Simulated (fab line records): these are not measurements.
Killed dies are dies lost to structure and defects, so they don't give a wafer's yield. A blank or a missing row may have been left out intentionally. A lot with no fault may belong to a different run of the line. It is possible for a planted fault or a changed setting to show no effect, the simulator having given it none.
fab line records | flow nand_harc
[record] lots = 12 wafers = 36 last_day = 34
route steps=1302 shown P_ZERO_WELL@26 P_STI@100 P_GATE@155 END@1302
lots with no fault: from the same line, run without faults
start_h: the number of hours between the record's first day and the start of the first shown wafer of the lot | wait_h: time in hours since the lot's previous step | " the same as in the row above | L1.1+2: a row that stands for several wafers | - value missing, or start not given | * or withheld: withheld | < > ~ a bound
route shown NAME@n: a module of which the file shows steps, and the number in the route of the first | usual: mean/standard deviation of fault-free wafers | same: alike in all rows | chamber/n: place in a boat | sites: per-site readings | _std_site: standard deviation across them | _edge_site: outer sites' mean less inner sites' | radius_mm: how far each site lies from the wafer's centre | mask NAME#n: copy n | behind: tool/chamber where the wafer was last shaped | hold: the reason the lot was held/the length of the hold in hours/how it ended | device: whichever transistor did not switch (one of n, p or np) | end of line: the tests these same wafers got at the end of their route | a step with no rows: only its recipe | killed: count of dies lost to structure and defects at first sort (not the wafer's yield) | map: a wafer's dies, x killed, . not, _ none there
set.NAME: the setting the step ran with; set.NAME@STEP: the setting that earlier step ran with | model.NAME: the simulator's own value behind a step, which no gauge read
the route's steps for a sample of lots (tables are steps, rows are wafers)
services: the hour from which a tool's chamber was out of use, counted from the record's first day as start_h (under 0 if before that day), plus the number of hours and why
[[steps]]
[step NHARC_P_ZERO_WELL_EXPOSE_21]
[recipe] na = 0.6 target_cd_nm = 720 dose_mj = 22.31 mask_id = P_NWELL
[usual] focus_offset_nm = 0.0/0.51
// columns lot.wafer tool chamber start_h wait_h mask focus_offset_nm
L701.1 krf_scanner-04 0 52.42 - P_NWELL#0 -0.3
L701.4 " 0 " " P_NWELL#0 0.3
L701.6 " 0 " " P_NWELL#0 -0.4
L703.1 krf_scanner-04 0 72.75 - P_NWELL#0 -0.5
L703.3 " 0 " " P_NWELL#0 -1.0
L703.5 " 0 " " P_NWELL#0 -0.5
L704.2 krf_scanner-02 0 82.44 - P_HVPW#0 0.5
L704.3 " 0 " " P_HVPW#0 -0.5
L704.6 " 0 " " P_HVPW#0 -0.7
L705.1 krf_scanner-02 0 92.27 - P_NWELL#0 0.0
L705.3 " 0 " " P_NWELL#0 -0.6
L705.5 " 0 " " P_NWELL#0 0.1
L707.1 krf_scanner-04 0 112.30 - P_NWELL#0 0.1
L707.2 " 0 " " P_NWELL#0 1.1
L707.4 " 0 " " P_NWELL#0 -0.1
L713.1 krf_scanner-01 0 172.44 - P_NWELL#0 0.1
L713.3 " 0 " " P_NWELL#0 0.0
L713.5 " 0 " " P_NWELL#0 -0.1
L714.1 krf_scanner-01 0 182.24 - P_NWELL#0 0.5
L714.2 " 0 " " P_NWELL#0 0.0
L714.6 " 0 " " P_NWELL#0 0.2
L716.2 krf_scanner-01 0 202.80 - P_NWELL#0 0.4
L716.3 " 0 " " P_NWELL#0 0.2
L716.4 " 0 " " P_NWELL#0 0.3
L718.2 krf_scanner-04 0 222.32 - P_NWELL#0 0.2
L718.4 " 0 " " P_NWELL#0 -0.1
L718.5 " 0 " " P_NWELL#0 0.0
L719.1 krf_scanner-04 0 232.19 - P_NWELL#0 0.0
L719.3 " 0 " " P_NWELL#0 0.0
L719.6 " 0 " " P_NWELL#0 -0.1
L720.1 krf_scanner-02 0 242.42 - P_NWELL#0 -0.1
L720.2 " 0 " " P_NWELL#0 -0.6
L720.3 " 0 " " P_NWELL#0 -0.9
L721.1 krf_scanner-02 0 252.33 - P_NWELL#0 0.7
L721.2 " 0 " " P_NWELL#0 0.3
L721.3 " 0 " " P_NWELL#0 0.2
[step NHARC_P_ZERO_WELL_CD_MEAS_24]
[recipe] target_cd_nm = 720 landing_energy_ev = 500
[usual] cd_nm = 719.9/1.9
// columns lot.wafer tool chamber start_h wait_h cd_nm
L701.1 cd_sem-02 0 52.58 - 720.4
L701.4 " 0 " " 718.6
L701.6 " 0 " " 722.0
L703.1 cd_sem-01 0 72.90 - 719.9
L703.3 " 0 " " 722.4
L703.5 " 0 " " 721.6
L704.2 cd_sem-02 0 82.59 - -
L704.3 " 0 " " -
L704.6 " 0 " " -
L705.1 cd_sem-01 0 92.43 - 720.4
L705.3 " 0 " " 720.6
L705.5 " 0 " " 720.2
L707.1 cd_sem-02 0 112.46 - 719.4
L707.2 " 0 " " 714.1
L707.4 " 0 " " 715.2
L713.1 cd_sem-02 0 172.59 - 718.8
L713.3 " 0 " " 721.0
L713.5 " 0 " " 720.0
L714.1 cd_sem-01 0 182.40 - 719.9
L714.2 " 0 " " 719.8
L714.6 " 0 " " 717.2
L716.2 cd_sem-01 0 202.96 - 720.0
L716.3 " 0 " " 722.4
L716.4 " 0 " " 720.8
L718.2 cd_sem-02 0 222.48 - 719.9
L718.4 " 0 " " 719.3
L718.5 " 0 " " 718.1
L719.1 cd_sem-01 0 232.35 - 720.8
L719.3 " 0 " " 719.6
L719.6 " 0 " " 718.2
L720.1 cd_sem-03 0 242.58 - 719.9
L720.2 " 0 " " 721.4
L720.3 " 0 " " 717.6
L721.1 cd_sem-01 0 252.49 - 718.5
L721.2 " 0 " " 718.9
L721.3 " 0 " " 719.1
[step NHARC_P_ZERO_WELL_RTA_42]
[recipe] temp_c = 1100 time_s = 300
[usual] lamp_power_pct = 38.7/1.7 lamp_zone_5_pct = 38.7/1.7 lamp_zone_7_pct = 39.1/1.7 wafer_temp_C_max = 1107.2/1.3
// columns lot.wafer tool chamber start_h wait_h lamp_power_pct lamp_zone_5_pct lamp_zone_7_pct wafer_temp_C_max
L701.1 rtp_anneal-02 0 57.00 - 40.3 40.2 40.6 1109.2
L701.4 " 0 " " 40.3 40.3 40.6 1108.6
L701.6 " 0 " " 40.2 40.3 40.6 1108.5
L703.1 rtp_anneal-01 0 77.36 - 36.9 36.9 37.3 1110.2
L703.3 " 0 " " 36.9 37.0 37.3 1106.5
L703.5 " 0 " " 36.9 37.0 37.2 1105.9
L704.2 rtp_anneal-02 0 87.00 - 40.1 40.1 40.5 1106.8
L704.3 " 0 " " 40.2 40.3 40.5 1107.9
L704.6 " 0 " " 40.2 40.2 40.5 1107.4
L705.1 rtp_anneal-02 0 96.71 - 40.3 40.3 40.7 1107.4
L705.3 " 0 " " 40.3 40.3 40.6 1106.9
L705.5 " 0 " " 40.3 40.3 40.7 1107.7
L707.1 rtp_anneal-01 0 116.64 - 37.0 36.9 37.2 1109.4
L707.2 " 0 " " 36.8 36.8 37.3 1107.9
L707.4 " 0 " " 36.9 36.9 37.2 1109.4
L713.1 rtp_anneal-02 0 176.79 - 40.2 40.2 40.6 1107.8
L713.3 " 0 " " 40.2 40.2 40.5 1107.7
L713.5 " 0 " " 40.3 40.3 40.6 1109.1
L714.1 rtp_anneal-01 0 186.69 - 36.9 36.9 37.2 1105.3
L714.2 " 0 " " 36.9 36.9 37.3 1107.1
L714.6 " 0 " " 36.9 36.9 37.2 1105.7
L716.2 rtp_anneal-01 0 207.39 - 36.9 36.9 37.2 1107.4
L716.3 " 0 " " 37.0 36.9 37.2 1106.0
L716.4 " 0 " " 36.9 36.9 37.2 1105.2
L718.2 rtp_anneal-02 0 226.82 - 40.3 40.3 40.6 1107.5
L718.4 " 0 " " 40.3 40.3 40.7 1107.5
L718.5 " 0 " " 40.3 40.3 40.6 1107.8
L719.1 rtp_anneal-02 0 236.64 - 40.3 40.3 40.7 1108.5
L719.3 " 0 " " 40.3 40.3 40.6 1108.0
L719.6 " 0 " " 40.3 40.3 40.7 1106.0
L720.1 rtp_anneal-02 0 246.92 - 40.1 40.2 40.6 1109.3
L720.2 " 0 " " 40.2 40.1 40.6 1109.4
L720.3 " 0 " " 40.2 40.1 40.5 1108.5
L721.1 rtp_anneal-02 0 257.46 - 40.2 40.3 40.5 1106.3
L721.2 " 0 " " 40.1 40.2 40.6 1108.1
L721.3 " 0 " " 40.4 40.2 40.5 1107.6
[step NHARC_P_STI_CMP_21]
[recipe] t_overpolish_s = 20 target_thk_nm = 380.67
[usual] motor_current_A = 11.9/0.9 overpolish_run_s = 20.000/0.0098
// columns lot.wafer tool chamber start_h wait_h motor_current_A overpolish_run_s
L701.1 cmp-02 3 89.83 0.4 14.1 20.003
L701.4 " 0 " " 12.6 20.007
L701.6 " 3 " " 14.2 20.010
L703.3 cmp-01 3 111.60 0.4 11.5 19.991
L703.1 " 1 " " 12.0 19.995
L703.5 " 3 " " 12.2 19.988
L705.1 cmp-02 2 130.96 0.4 11.9 19.989
L705.3 " 0 " " 13.1 19.998
L705.5 " 2 " " 11.5 19.995
L707.2 cmp-04 2 150.25 0.4 13.0 19.985
L707.1 " 3 " " 10.8 19.991
L707.4 " 0 " " 10.8 19.992
L713.1 cmp-02 3 213.35 0.4 14.3 19.997
L713.3 " 0 " " 12.6 20.000
L713.5 " 0 " " 12.3 19.986
L714.2 cmp-04 0 222.95 0.4 11.3 19.996
L714.1 " 2 " " 12.8 19.991
L714.6 " 0 " " 11.1 20.004
L716.4 cmp-04 2 241.20 0.4 12.9 20.020
L716.2 " 3 " " 11.1 20.004
L716.3 " 1 " " 11.5 20.012
L718.2 cmp-04 0 263.58 0.6 11.2 19.995
L718.4 " 1 " " 11.4 19.990
L718.5 " 2 " " 13.0 19.987
L719.3 cmp-04 1 270.86 0.4 11.9 20.019
L719.1 " 0 " " 10.8 19.994
L719.6 " 2 " " 12.8 19.986
L720.3 cmp-04 3 283.19 0.4 11.1 20.008
L720.2 " 0 " " 10.9 20.003
L720.1 " 1 " " 11.4 19.993
L721.1 cmp-01 3 291.32 0.4 11.9 19.992
L721.2 " 0 " " 12.5 20.011
L721.3 " 2 " " 11.2 20.003
[step NHARC_P_GATE_ALD_36]
[recipe] target_thk_a = 200 pulse_time_s = 60 ald_cycles = 223 temp_c = 400 material = SiNx
[usual] heater_power_w = 807/86 precursor_pulse_height_rel = 1.000/0.018
// columns lot.wafer tool chamber start_h wait_h heater_power_w precursor_pulse_height_rel
L701.4 ald_sin-01 3 124.43 - 662 1.017
L701.1 " 1 126.57 - 854 0.988
L701.6 " 3 128.72 - 665 0.990
L703.1 ald_sin-04 1 146.86 - 805 0.992
L703.3 " 3 148.98 - 653 0.966
L703.5 " 0 150.04 - 825 0.999
L705.1 ald_sin-02 0 163.97 - 818 0.966
L705.3 " 2 166.08 - 805 0.987
L705.5 " 0 168.18 - 819 1.026
L707.2 ald_sin-01 3 184.62 - 683 1.026
L707.1 " 0 185.67 - 808 0.988
L707.4 " 2 187.77 - 838 1.005
L713.1 ald_sin-02 2 247.80 - 820 1.009
L713.3 " 3 248.86 - 906 0.990
L713.5 " 1 250.98 - 958 0.977
L714.1 ald_sin-01 2 260.40 - 856 1.021
L714.2 " 3 261.45 - 660 0.989
L714.6 " 2 264.62 - 857 0.991
L716.3 ald_sin-02 0 280.93 - 847 0.979
L716.2 " 1 281.99 - 999 1.014
L716.4 " 2 283.06 - 828 0.975
L718.2 ald_sin-01 0 300.52 - 753 1.005
L718.4 " 1 301.58 - 796 0.994
L718.5 " 3 303.71 - 675 0.993
L719.3 ald_sin-04 3 304.31 - 655 1.019
L719.1 " 0 305.38 - 810 1.024
L719.6 " 3 308.59 - 661 1.001
L720.3 ald_sin-02 2 318.89 - 785 1.014
L720.1 " 0 321.00 - 848 0.991
L720.2 " 1 322.06 - 926 0.984
L721.2 ald_sin-01 3 323.07 - 685 0.990
L721.3 " 1 325.23 - 795 1.015
L721.1 " 2 326.31 - 876 0.995
[step NHARC_END_SORT_01]
[recipe] temp_c = 25
[usual] killed_at_array = 52/18 killed_at_other = 0.6/0.83 killed_at_periphery = 4.3/2.8 killed_dies = 57/19 killed_open = 3.4/2 killed_short = 2.5/1.7
[same] gross_dies = 677
// columns lot.wafer tool chamber start_h wait_h killed_at_array killed_at_other killed_at_periphery killed_dies killed_open killed_short
L704.2 prober-02 0 612.47 2.8 50 1 626 677 2 3
L704.3 prober-02 0 613.28 3.1 56 1 620 677 4 3
L704.6 prober-02 0 615.69 4.0 46 0 631 677 1 1
// killed by level:class
L704.2 P_ZERO_WELL:area_expose=623 A_CHANNEL_HOLE_D2:chamber_film_flake=37 P_ZERO_WELL:chamber_film_flake=3 A_CHANNEL_HOLE_D1:chamber_film_flake=3 A_SLIT:chamber_film_flake=2 A_CONTACT:chamber_film_flake=2 A_CHANNEL_FILL_D1:geometric_particle:open=1 A_CHANNEL_FILL_D1:geometric_particle:short=1
L704.3 P_ZERO_WELL:area_expose=614 A_CHANNEL_HOLE_D2:chamber_film_flake=38 P_ZERO_WELL:chamber_film_flake=4 A_CONTACT:chamber_film_flake=3 A_ONON_D2:geometric_particle:short=2 P_M1:chamber_film_flake=2 A_CHANNEL_HOLE_D1:chamber_film_flake=2 A_STAIRCASE:chamber_film_flake=2
L704.6 P_ZERO_WELL:area_expose=630 A_CHANNEL_HOLE_D2:chamber_film_flake=34 A_CONTACT:chamber_film_flake=5 A_CHANNEL_HOLE_D1:geometric_particle:short=1 A_M0:geometric_particle:open=1 P_M1:chamber_film_flake=1 A_ZERO_WELL:chamber_film_flake=1 A_CHANNEL_HOLE_D1:chamber_film_flake=1
[[services]]
// columns tool chamber start_h hours kind
ald_sin-01 - 36.45 10.0 pm
cmp-04 - 41.24 1.9 repair
ald_sin-02 - 55.66 2.5 repair
krf_scanner-04 - 76.31 1.5 repair
krf_scanner-02 - 94.00 4.0 pm
ald_sin-02 2 109.31 1.7 repair
cmp-04 - 112.49 4.0 pm
ald_sin-02 - 118.00 10.0 pm
ald_sin-02 - 132.65 0.7 repair
krf_scanner-04 - 168.42 0.4 repair
krf_scanner-04 - 182.00 4.0 pm
krf_scanner-04 - 199.05 0.3 repair
cmp-04 - 210.60 4.0 pm
ald_sin-01 - 214.45 10.0 pm
krf_scanner-04 - 235.95 5.6 repair
krf_scanner-02 - 238.24 0.6 repair
cmp-04 - 242.07 2.6 repair
ald_sin-02 0 253.74 4.6 repair
ald_sin-01 3 257.07 2.3 repair
krf_scanner-02 - 266.00 4.0 pm
ald_sin-02 - 266.63 2.5 repair
cmp-04 - 287.24 10.4 repair
ald_sin-02 1 291.29 4.9 repair
cmp-04 - 308.60 4.0 pm
[[key]]
[first_sign] step = NHARC_P_ZERO_WELL_EXPOSE_21 reading = mask direction = changed
[effect] step = NHARC_P_ZERO_WELL_CD_MEAS_24 reading = cd_nm direction = missing
[effect] step = NHARC_END_SORT_01 reading = killed_at_periphery direction = up sigmas = 99+ usual = 4.3 struck = 625.7
[more_kills_born_at] NHARC_P_ZERO_WELL_EXPOSE_21@krf_scanner-02 = 1867
met_at NHARC_P_ZERO_WELL_EXPOSE_21
struck_lots L704
later_rows_left_out L704.2,L704.3,L704.6
tester_left_out L704
not_acting_at NHARC_P_ZERO_WELL_RTA_42,NHARC_P_STI_CMP_21,NHARC_P_GATE_ALD_36
[fault] kind = wrong_mask tool = any chamber = - onset_h = 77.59 steps = NHARC_P_ZERO_WELL_EXPOSE_21 aux_copy = P_HVPW#0 scope = struck_lots_only
// tester_left_out: of these lots the tester's yield and bins aren't shown, on N5 and GAA mostly nor the transistor test; their killed dies are dies lost to structure and defects alone, not to doping, threshold or leakage, so they don't give the yield
// later_rows_left_out: the simulator's readings of these wafers behind a module that went badly wrong aren't trusted and aren't shown, but for the sort
